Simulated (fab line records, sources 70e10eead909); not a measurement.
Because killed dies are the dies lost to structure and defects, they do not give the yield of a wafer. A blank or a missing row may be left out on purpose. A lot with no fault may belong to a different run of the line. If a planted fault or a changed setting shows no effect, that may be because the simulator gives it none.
Which tool was responsible?    flow nand harc    33 wafers from 11 lots sampled at 4 of the route's 1302 steps

## WHAT EACH GAUGE READ, for each wafer
NHARC_P_M1_CD_MEAS_09: the cd target is 130 nm.
lot   measured      on         cd nm (nm)
L291  day 6 10:38   cd sem-01  128.8 129.6 129.7
L290  day 6 11:19   cd sem-01  129.6 129.4 129.2
L292  day 7 01:08   cd sem-02  129.6 129.7 130.0
L293  day 7 14:44   cd sem-03  130.0 129.5 129.4
L295  day 8 10:36   cd sem-03  129.4 128.7 129.1
L297  day 9 07:58   cd sem-01  130.0 130.1 129.6
L298  day 9 18:00   cd sem-01  129.9 130.3 130.4
L299  day 9 22:33   cd sem-02  127.2 126.3 127.1
L300  day 10 07:49  cd sem-01  130.3 130.4 130.3
L308  day 13 17:43  cd sem-03  129.4 130.7 130.4
L312  day 15 06:50  cd sem-02  129.7 130.0 130.0

## WHAT TOOL EACH LOT RAN ON (gives the tool, then ch and the chambers of the sampled wafers, and finally the start)
lot   NHARC_P_M0_DESCUM_14                NHARC_P_M0_PVD_21                        NHARC_P_M1_EXPOSE_06
L291  rie diel-10 ch 1,2,3, day 6 06:44   pvd sputter-03, day 6 10:30 or earlier   arfi scanner-03 ch 0, day 6 10:30
L290  rie diel-01 ch 1,2, day 6 07:28     pvd sputter-02, day 6 11:11 or earlier   arfi scanner-01 ch 0, day 6 11:11
L292  rie diel-05 ch 0,1,2, day 6 21:12   pvd sputter-02, day 7 00:59 or earlier   arfi scanner-01 ch 0, day 7 00:59
L293  rie diel-05 ch 0,1,2, day 7 10:47   pvd sputter-01, day 7 14:36 or earlier   arfi scanner-03 ch 0, day 7 14:36
L295  rie diel-05 ch 0,2,3, day 8 06:30   pvd sputter-01, day 8 10:28 or earlier   arfi scanner-03 ch 0, day 8 10:28
L297  rie diel-01 ch 0,2, day 9 04:05     pvd sputter-01, day 9 07:49 or earlier   arfi scanner-02 ch 0, day 9 07:49
L298  rie diel-10 ch 1,2,3, day 9 13:55   pvd sputter-01, day 9 17:52 or earlier   arfi scanner-02 ch 0, day 9 17:52
L299  rie diel-10 ch 1,2,3, day 9 18:35   pvd sputter-03, day 9 22:25 or earlier   arfi scanner-03 ch 0, day 9 22:25
L300  rie diel-10 ch 0,1, day 10 03:46    pvd sputter-02, day 10 07:41 or earlier  arfi scanner-01 ch 0, day 10 07:41
L308  rie diel-01 ch 1,2,3, day 13 13:49  pvd sputter-01, day 13 17:34 or earlier  arfi scanner-02 ch 0, day 13 17:34
L312  rie diel-05 ch 0,1,3, day 15 02:21  pvd sputter-02, day 15 06:41 or earlier  arfi scanner-02 ch 0, day 15 06:41
- NHARC_P_M0_DESCUM_14: chemistry O2, time 3 s.
- NHARC_P_M0_PVD_21: deposits Cu, target thk 30 nm, time 20.49 s.
- NHARC_P_M1_EXPOSE_06: exposes mask P M1, target cd 130 nm.

## THE ANSWER, worked out from the rows above alone
Rule: the usual values come from the lots themselves. Put in order of their means at a reading, lots are off if they are a third of the lots or fewer, leave a main group of 4 or more, and stand apart from it by a gap of 3 or more times the standard deviation of the main group's means; of several such gaps the widest counts. Not used: any main group whose means are identical at the precision the tables above print for the reading. A lot without any number at a reading at which 4 lots or more have one is off too. The other lots that the step has rows for count as sound.
Off, at NHARC_P_M1_CD_MEAS_09 on cd nm: L299. For the main group the mean is 129.8 nm and the standard deviation 0.39.
A tool fits if, at a process step before that reading, it ran every lot that is off, and no sound lot after the first of them. Gauges at NHARC_P_M1_CD_MEAS_09: tried the same way as those tools. With no start given for some of its lots, NHARC_P_M0_PVD_21 uses the hours and lot order of NHARC_P_M1_EXPOSE_06. This does not decide it: 2 tools fit, namely pvd sputter-03 at NHARC_P_M0_PVD_21 and arfi scanner-03 at NHARC_P_M1_EXPOSE_06.

## WHAT HAD BEEN PUT IN BY THE SIMULATOR
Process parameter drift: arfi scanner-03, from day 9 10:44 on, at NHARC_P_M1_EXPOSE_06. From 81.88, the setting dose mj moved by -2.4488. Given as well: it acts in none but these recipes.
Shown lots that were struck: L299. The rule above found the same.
